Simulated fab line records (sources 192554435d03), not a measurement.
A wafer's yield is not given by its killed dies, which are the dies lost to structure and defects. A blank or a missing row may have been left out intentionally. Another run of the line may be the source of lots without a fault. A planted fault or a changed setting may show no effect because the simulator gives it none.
Chamber matching | flow n5_finfet | 4 sister chambers for N5_BEOL_M3_ALD_84 on ald_metal-02
The step deposits TaN, pulse time 2 s, purge time 3 s, co reactant purge time 2 s. 24 wafers are shown with their chamber, then 12 later ones without.

== WAFERS WITH THEIR CHAMBER ==
wafer  | chamber | heater_power_w (W)
L075.3 | 0       | 392
L075.4 | 2       | 373
L075.6 | 3       | 426
L080.1 | 3       | 427
L080.2 | 1       | 398
L080.6 | 1       | 399
L081.2 | 2       | 377
L081.4 | 0       | 401
L081.5 | 0       | 406
L082.2 | 1       | 399
L082.4 | 3       | 435
L082.6 | 0       | 402
L084.1 | 0       | 394
L084.3 | 2       | 386
L084.4 | 1       | 404
L085.3 | 2       | 389
L085.5 | 1       | 401
L085.6 | 0       | 395
L086.1 | 1       | 411
L086.2 | 3       | 439
L086.5 | 3       | 418
L091.2 | 2       | 382
L091.4 | 0       | 402
L091.6 | 2       | 387

SIGNATURES (averages over the wafers above)
reading        | chamber 0 | chamber 1 | chamber 2 | chamber 3 | scatter within a chamber
heater_power_w | 398.86    | 402.00    | 382.33    | 429.00    | 6.11
Rule: a wafer's distance from a chamber is the root of the sum, over the readings, of the square of ((its reading less the chamber's mean) divided by the reading's scatter). The wafer belongs to the nearest chamber; if the next one is less than 2 further off, it can't be placed. The scatter: the root of (the sum of the squares of (reading less its chamber's mean) over the shown wafers, divided by (wafers less chambers)).

== WAFERS WITHOUT THEIR CHAMBER ==
wafer  | heater_power_w (W)
L093.3 | 400
L093.4 | 390
L093.5 | 394
L094.4 | 404
L094.5 | 390
L094.6 | 441
L095.1 | 404
L095.5 | 379
L095.6 | 421
L097.1 | 387
L097.4 | 429
L097.5 | 395

== WHICH CHAMBER EACH ONE RAN IN ==
wafer  | from the rows above          | in truth
L093.3 | can't be placed: 0 or 1      | 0
L093.4 | can't be placed: 2 or 0 or 1 | 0
L093.5 | can't be placed: 0 or 1 or 2 | 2
L094.4 | can't be placed: 1 or 0      | 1
L094.5 | can't be placed: 2 or 0 or 1 | 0
L094.6 | 3                            | 3
L095.1 | can't be placed: 1 or 0      | 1
L095.5 | 2                            | 2
L095.6 | can't be placed: 3 or 1      | 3
L097.1 | can't be placed: 2 or 0 or 1 | 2
L097.4 | 3                            | 3
L097.5 | can't be placed: 0 or 1 or 2 | 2
Correct placement for 3 of the 12. These rows do not allow placing 9 (true chamber among the candidates in 9). Wrongly placed: 0.
